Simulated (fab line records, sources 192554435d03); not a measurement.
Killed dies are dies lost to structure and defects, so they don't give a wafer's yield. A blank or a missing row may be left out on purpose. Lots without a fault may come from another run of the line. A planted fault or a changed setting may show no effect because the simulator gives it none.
Which tool did it? | flow n5_finfet | 11 lots, 33 wafers sampled, at 3 steps of a route of 1938

WHAT THE GAUGES READ, wafer by wafer
N5_BEOL_M7_OVL_MEAS_29.
lot  | measured     | on         | V6_OVL (nm)
L523 | day 9 20:02  | overlay-02 | 0.1 0.3 -0.7
L524 | day 10 05:29 | overlay-02 | -0.9 -0.5 -0.5
L528 | day 10 10:29 | overlay-01 | 1.2 0.9 -0.1
L531 | day 11 07:47 | overlay-01 | -0.2 0.0 0.2
L529 | day 11 17:07 | overlay-01 | -1.0 0.1 0.1
L533 | day 12 03:39 | overlay-02 | 1.8 0.4 0.6
L535 | day 12 18:14 | overlay-02 | -0.4 -0.8 -0.7
L538 | day 13 17:55 | overlay-02 | -0.5 -0.1 0.7
L544 | day 14 15:23 | overlay-01 | -0.5 -0.7 -1.0
L542 | day 14 18:11 | overlay-01 | -0.7 -0.6 -1.4
L545 | day 14 23:02 | overlay-02 | 0.6 0.2 0.6

WHICH TOOL RAN EACH LOT (tool, then ch and the chambers of the sampled wafers, then the start)
lot  | N5_BEOL_M7_HM_DEP_02         | N5_BEOL_M7_COAT_22
L523 | pvd_sputter-02, day 9 18:14  | litho_track-03 ch 0, day 9 19:38
L524 | pvd_sputter-01, day 10 03:58 | litho_track-03 ch 0, day 10 05:04
L528 | pvd_sputter-01, day 10 07:29 | litho_track-02 ch 0, day 10 10:11
L531 | pvd_sputter-03, day 11 05:35 | litho_track-02 ch 0, day 11 07:29
L529 | pvd_sputter-03, day 11 15:29 | litho_track-03 ch 0, day 11 16:44
L533 | pvd_sputter-01, day 12 02:07 | litho_track-02 ch 0, day 12 03:21
L535 | pvd_sputter-01, day 12 15:32 | litho_track-02 ch 0, day 12 17:57
L538 | pvd_sputter-02, day 13 14:06 | litho_track-02 ch 0, day 13 17:29
L544 | pvd_sputter-01, day 14 13:22 | litho_track-04 ch 0, day 14 14:56
L542 | pvd_sputter-03, day 14 16:10 | litho_track-02 ch 0, day 14 17:53
L545 | pvd_sputter-03, day 14 19:31 | litho_track-04 ch 0, day 14 22:44
- N5_BEOL_M7_HM_DEP_02: deposits TiN, target thk 20 nm.
- N5_BEOL_M7_COAT_22: resist thk 30 nm.

THE ANSWER, worked out from the rows above alone
Rule: what is usual is taken from the lots themselves. Put in order of their means at a reading, lots are off if they are a third of the lots or fewer, leave a main group of 4 or more, and stand apart from it by a gap of 3 or more times the standard deviation of the main group's means; of several such gaps the widest counts. A main group whose means are all the same, to the digits that the tables above print for the reading, isn't used. A lot without any number at a reading at which 4 lots or more have one is off too. The other lots that the step has rows for count as sound.
No lot is off at any reading shown: from this, nothing can be told.

WHAT THE SIMULATOR HAD PUT IN
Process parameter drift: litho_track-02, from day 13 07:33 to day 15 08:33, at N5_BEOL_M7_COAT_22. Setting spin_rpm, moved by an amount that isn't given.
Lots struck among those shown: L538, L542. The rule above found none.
